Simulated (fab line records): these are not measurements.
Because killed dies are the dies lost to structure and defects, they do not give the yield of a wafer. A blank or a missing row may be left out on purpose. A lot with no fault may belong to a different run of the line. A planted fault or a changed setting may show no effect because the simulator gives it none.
Tool commonality check    flow nandHarc    6 wafers sampled across 2 lots

REASON IT WAS OPENED
Flagged at NHARC_END_SORT_01: reading killedAtPeriphery, on 2 of 2 lots. Fault-free wafers read 3.7, with a standard deviation of 2.9.
Rule: a lot gets a flag if all its wafers with a number sit over 4 standard deviations from that mean, or if no wafer of it has a number. As for the other lots, they are considered sound.

lot   measured      on         killedAtPeriphery, wafer by wafer  flag
L105  day 29 10:55  prober-02  72 77 66                           FLAGGED
L104  day 29 11:43  prober-01  74 63 68                           FLAGGED
The numbers of the flagged lots are 70.0 on average: +66.3 against the usual, or +23 standard deviations.

WHICH TOOL EACH LOT WENT THROUGH
Before the reading, the record contains 3 process steps out of a 1302-step route. Each cell gives the tool, then ch followed by the chambers the sampled wafers passed through, then the start.
lot   flag     NHARC_P_CONTACT_ALD_22              NHARC_A_BONDPAD_CMP_19         NHARC_THIN_TSV_PRE_CLEAN_54
L105  FLAGGED  aldMetal-04 ch 1,2,3, day 10 19:36  cmp-04 ch 1,2,3, day 28 05:58  pvdSputter-02, day 29 01:16
L104  FLAGGED  aldMetal-04 ch 0,2,3, day 10 16:33  cmp-01 ch 1,2, day 28 04:58    pvdSputter-01, day 28 23:38
What these steps do:
- NHARC_P_CONTACT_ALD_22: deposits TiN, target thk 3 nm, pulse time 1 s, ald cycles 150.
- NHARC_A_BONDPAD_CMP_19: polishes, t overpolish 30 s, cu recess touch 16 s, target thk 169.82 nm.
- NHARC_THIN_TSV_PRE_CLEAN_54: time 30 s.
- NHARC_END_SORT_01

FLAGGED AGAINST TOTAL, ONE TOOL AT A TIME (gauges that did the reading follow at the end)
step                         tool           lots run  flagged  share of the flagged lots  sound lots run after its first flagged lot
NHARC_P_CONTACT_ALD_22       aldMetal-04    2         2        all                        0
NHARC_A_BONDPAD_CMP_19       cmp-01         1         1        some                       0
NHARC_A_BONDPAD_CMP_19       cmp-04         1         1        some                       0
NHARC_THIN_TSV_PRE_CLEAN_54  pvdSputter-01  1         1        some                       0
NHARC_THIN_TSV_PRE_CLEAN_54  pvdSputter-02  1         1        some                       0
NHARC_END_SORT_01            prober-01      1         1        some                       0
NHARC_END_SORT_01            prober-02      1         1        some                       0

WHAT IS ALLOWED BY THE TABLE
In the table, 1 row covers all flagged lots: aldMetal-04 at NHARC_P_CONTACT_ALD_22.
- aldMetal-04 at NHARC_P_CONTACT_ALD_22: 2 of its 2 lots flagged. The start can't be narrowed down: in this sample, it ran no sound lot prior to its first flagged lot.
aldMetal-04 at NHARC_P_CONTACT_ALD_22 is the single tool remaining.

WHAT THE SIMULATOR HAD PUT IN
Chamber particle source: aldMetal-04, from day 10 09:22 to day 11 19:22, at NHARC_P_CONTACT_ALD_22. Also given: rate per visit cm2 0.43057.
Shown lots that were struck: L105, L104. The same result came from the rule above.
